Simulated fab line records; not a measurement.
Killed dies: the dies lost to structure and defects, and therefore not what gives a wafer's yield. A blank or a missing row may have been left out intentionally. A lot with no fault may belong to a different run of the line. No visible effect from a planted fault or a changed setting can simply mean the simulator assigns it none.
Chamber matching	flow nand harc	4 sister chambers for NHARC_P_M0_ETCH_34 on rie diel-03
The step etches the open film in N2/H2, target depth 40 nm, overetch 12 nm, time 43.94 s. 8 wafers are shown with their chamber, then 7 later ones without.

EACH WAFER AND ITS CHAMBER
wafer	chamber	drypump motor current A (A)	rf vpp V (V)
L076.1	1	6.2	428.0
L076.6	0	4.7	433.9
L083.2	1	6.1	427.9
L083.5	3	5.0	427.8
L086.3	3	5.1	427.7
L086.5	2	6.8	433.2
L089.2	2	6.8	434.2
L089.4	0	4.7	434.2

WAFERS WITH NO CHAMBER GIVEN
wafer	drypump motor current A (A)	rf vpp V (V)
L089.5	6.8	433.2
L094.1	6.8	433.9
L094.3	4.7	432.5
L094.6	6.2	428.5
L095.2	6.2	428.1
L095.4	5.1	427.4
L095.5	6.8	434.4

WHICH CHAMBER EACH WENT THROUGH
wafer	from the rows above	in truth
L089.5	2	2
L094.1	2	2
L094.3	0	0
L094.6	1	1
L095.2	1	1
L095.4	3	3
L095.5	2	2
Correctly placed: 7 of 7. From these rows, 0 cannot be placed. Placed wrongly: 0.
How it was worked out, from the rows above alone: a wafer's distance from a chamber is the root of the sum, over the readings, of the square of ((its reading less the chamber's mean) divided by the reading's scatter). The wafer belongs to the nearest chamber; if the next one is less than 2 further off, it can't be placed. For every chamber, the mean is computed from those of its wafers that are shown. The scatter: the root of (the sum of the squares of (reading less its chamber's mean) over the shown wafers, divided by (wafers less chambers)).
